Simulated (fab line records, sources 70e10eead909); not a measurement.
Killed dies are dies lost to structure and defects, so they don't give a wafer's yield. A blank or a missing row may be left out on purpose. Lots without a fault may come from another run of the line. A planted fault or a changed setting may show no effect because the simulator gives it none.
Chamber matching | flow nand_harc | NHARC_P_ZERO_WELL_DESCUM_39 on rie_diel-05: 4 sister chambers
The step chemistry O2, time 3 s. 4 wafers are shown with their chamber, then 11 later ones without.

WAFERS WITH THEIR CHAMBER
wafer  | chamber | showerhead_plenum_p_Torr (Torr)
L082.1 | 2       | 1.89
L084.3 | 0       | 1.80
L088.3 | 3       | 1.95
L089.3 | 1       | 2.01

WAFERS WITHOUT THEIR CHAMBER
wafer  | showerhead_plenum_p_Torr (Torr)
L089.4 | 1.88
L089.6 | 1.80
L091.1 | 1.88
L091.3 | 1.95
L091.5 | 2.01
L092.1 | 2.01
L092.4 | 1.88
L092.5 | 1.88
L094.2 | 1.87
L094.4 | 1.94
L094.5 | 1.94

WHICH CHAMBER EACH WENT THROUGH
wafer  | from the rows above | in truth
L089.4 | 2                   | 2
L089.6 | 0                   | 0
L091.1 | 2                   | 2
L091.3 | 3                   | 3
L091.5 | 1                   | 1
L092.1 | 1                   | 1
L092.4 | 2                   | 2
L092.5 | 2                   | 2
L094.2 | 2                   | 2
L094.4 | 3                   | 3
L094.5 | 3                   | 3
Placed correctly: 11 of 11. Can't be placed from these rows: 0. Placed wrongly: 0.
How it was worked out, from the rows above alone: a wafer's distance from a chamber is the root of the sum, over the readings, of the square of ((its reading less the chamber's mean) divided by the reading's scatter). The wafer belongs to the nearest chamber; if the next one is less than 2 further off, it can't be placed. A chamber's mean is the mean of its shown wafers. The scatter: with one shown wafer a chamber, the root of the mean of the squares of how far each hidden wafer lies from its nearest shown one.
